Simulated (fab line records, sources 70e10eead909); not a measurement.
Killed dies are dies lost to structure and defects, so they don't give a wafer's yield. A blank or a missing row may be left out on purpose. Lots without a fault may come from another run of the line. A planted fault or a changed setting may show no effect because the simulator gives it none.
Chamber matching | flow nand_harc | NHARC_A_CHANNEL_HOLE_D1_DEP_01 on pecvd-01: 3 sister chambers
The step deposits SiON, target thk 140 nm. 3 wafers are shown with their chamber, then 9 later ones without.

WAFERS WITH THEIR CHAMBER
wafer  | chamber | heater_power_w (W)
L089.4 | 2       | 636
L089.5 | 0       | 774
L089.6 | 1       | 617

WAFERS WITHOUT THEIR CHAMBER
wafer  | heater_power_w (W)
L091.2 | 669
L091.3 | 784
L091.5 | 725
L090.1 | 714
L090.4 | 724
L090.6 | 739
L095.3 | 669
L095.5 | 664
L095.6 | 684

WHICH CHAMBER EACH WENT THROUGH
wafer  | from the rows above          | in truth
L091.2 | can't be placed: 2 or 1 or 0 | 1
L091.3 | 0                            | 0
L091.5 | can't be placed: 0 or 2 or 1 | 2
L090.1 | can't be placed: 0 or 2 or 1 | 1
L090.4 | can't be placed: 0 or 2 or 1 | 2
L090.6 | can't be placed: 0 or 2      | 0
L095.3 | can't be placed: 2 or 1 or 0 | 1
L095.5 | can't be placed: 2 or 1      | 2
L095.6 | can't be placed: 2 or 1 or 0 | 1
Placed correctly: 1 of 9. Can't be placed from these rows: 8 (the true chamber is among the candidates in 8). Placed wrongly: 0.
How it was worked out, from the rows above alone: a wafer's distance from a chamber is the root of the sum, over the readings, of the square of ((its reading less the chamber's mean) divided by the reading's scatter). The wafer belongs to the nearest chamber; if the next one is less than 2 further off, it can't be placed. A chamber's mean is the mean of its shown wafers. The scatter: with one shown wafer a chamber, the root of the mean of the squares of how far each hidden wafer lies from its nearest shown one.
